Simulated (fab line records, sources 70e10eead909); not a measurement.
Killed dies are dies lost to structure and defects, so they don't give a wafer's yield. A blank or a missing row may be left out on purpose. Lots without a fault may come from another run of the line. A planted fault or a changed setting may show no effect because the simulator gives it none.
A struck lot beside a sound one | flow nand_harc | 15 steps out of a route of 1302
Sound: wafers L905.1, L905.3, L905.5. Struck: wafers L922.1, L922.4, L922.5. The cause comes at the end.
At each step with rows: each side's tool, then ch and its chambers, then its first start. Under that, the readings that differ: sound wafers | struck wafers | difference of the means | sigmas: that difference in standard deviations of wafers without a fault.
alike: readings whose means differ by less than 2 such deviations, and words and numbers that are the same on both sides. not compared: withheld readings, readings that some wafer has no value for, bounds like >300 that may hide the same value, and numbers for which the record gives no deviation and whose values overlap.
The two part at a step that has a row with sigmas, a row that says differs or no value, or rows on one side only. Numbers that don't overlap but have no deviation are shown without sigmas and don't part them. A reading that every wafer of one side lacks parts them only if that side has two wafers or more.

first, 8 steps without rows for these wafers: NHARC_A_CHANNEL_HOLE_D1_COAT_36 (time 75 s); NHARC_A_CHANNEL_HOLE_D1_COAT_37 (time 65 s); NHARC_A_CHANNEL_HOLE_D1_COAT_04 (resist thk 90 nm); NHARC_A_CHANNEL_HOLE_D1_SOFTBAKE_05 (time 55 s); NHARC_A_CHANNEL_HOLE_D1_EBR_06; NHARC_A_CHANNEL_HOLE_D1_EXPOSE_07 (exposes mask HOLE D1, target cd 100 nm); NHARC_A_CHANNEL_HOLE_D1_PEB_08 (peb time 65 s); NHARC_A_CHANNEL_HOLE_D1_DEVELOP_09 (develop time 35 s).
NHARC_A_CHANNEL_HOLE_D1_CD_MEAS_10: target cd 100 nm.
  sound on cd_sem-02 ch 0, day 9 05:39; struck on cd_sem-01 ch 0, day 16 12:17
  alike: cd_nm
NHARC_A_CHANNEL_HOLE_D1_OVL_MEAS_11:
  sound on overlay-01, day 9 05:44; struck on overlay-01, day 16 12:22
  alike: overlay_x_nm, overlay_y_nm
NHARC_A_CHANNEL_HOLE_D1_INSPECT_12:
  sound on defect_inspect-02, day 9 05:47; struck on defect_inspect-01, day 16 12:24
  alike: raw_defect_count
NHARC_A_CHANNEL_HOLE_D1_DESCUM_15: chemistry O2, time 3 s.
  sound on rie_diel-09 ch 0,2, day 9 05:51; struck on rie_diel-09 ch 0,1,3, day 16 12:38
  alike: drypump_motor_current_A, oes_product_au, rf_vpp_V, showerhead_plenum_p_Torr, throttle_valve_pct
  not compared: rf_hours_counter_h
NHARC_A_CHANNEL_HOLE_D1_ETCH_38: etches the open film in CF4, target depth 39 nm, time 65 s.
  sound on rie_diel-09 ch 1,2,3, day 9 05:56; struck on rie_diel-09 ch 0,1, day 16 12:42
  reading          | sound          | struck         | difference | sigmas
  run_length_s (s) | 85.5 86.7 86.3 | 69.3 68.8 69.0 | -17.1      | -40
  alike: drypump_motor_current_A, oes_product_au, rf_vpp_V, showerhead_plenum_p_Torr, throttle_valve_pct
  not compared: rf_hours_counter_h
NHARC_A_CHANNEL_HOLE_D1_ETCH_39: etches the open film in N2/H2, target depth 260 nm, time 325 s.
  sound on rie_diel-09 ch 0,3; struck on rie_diel-09 ch 0,2,3
  alike: drypump_motor_current_A, h2_flow_sccm, n2_flow_sccm, oes_product_au, rf_vpp_V, run_length_s, showerhead_plenum_p_Torr, throttle_valve_pct
  not compared: rf_hours_counter_h
-- the record jumps here: 16 days lie between the struck wafers' starts before and after (it left off in module A_CHANNEL_HOLE_D1 and takes up again in module END, whose first step shown is number 1302 of the route) --
NHARC_END_SORT_01:
  sound on prober-02 ch 0, day 25 01:15; struck on prober-01 ch 0, day 32 18:58
  reading         | sound    | struck                                                                     | difference                   | sigmas
  hold            | - - -    | await_dispo/2.2h/release await_dispo/2.2h/release await_dispo/2.2h/release | no value on the sound wafers |
  killed_at_array | 34 24 21 | 235 173 187                                                                | +172                         | +9
  killed_dies     | 34 27 23 | 244 178 196                                                                | +178                         | +8
  alike: killed_at_other, killed_at_periphery, killed_open, killed_short

WHERE THEY PART
First at NHARC_A_CHANNEL_HOLE_D1_ETCH_38; last, within this record, at NHARC_END_SORT_01.

WHY: what the simulator had put in
Process parameter drift: rie_diel-09, from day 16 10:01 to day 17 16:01, at NHARC_A_CHANNEL_HOLE_D1_ETCH_38. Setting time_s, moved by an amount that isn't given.
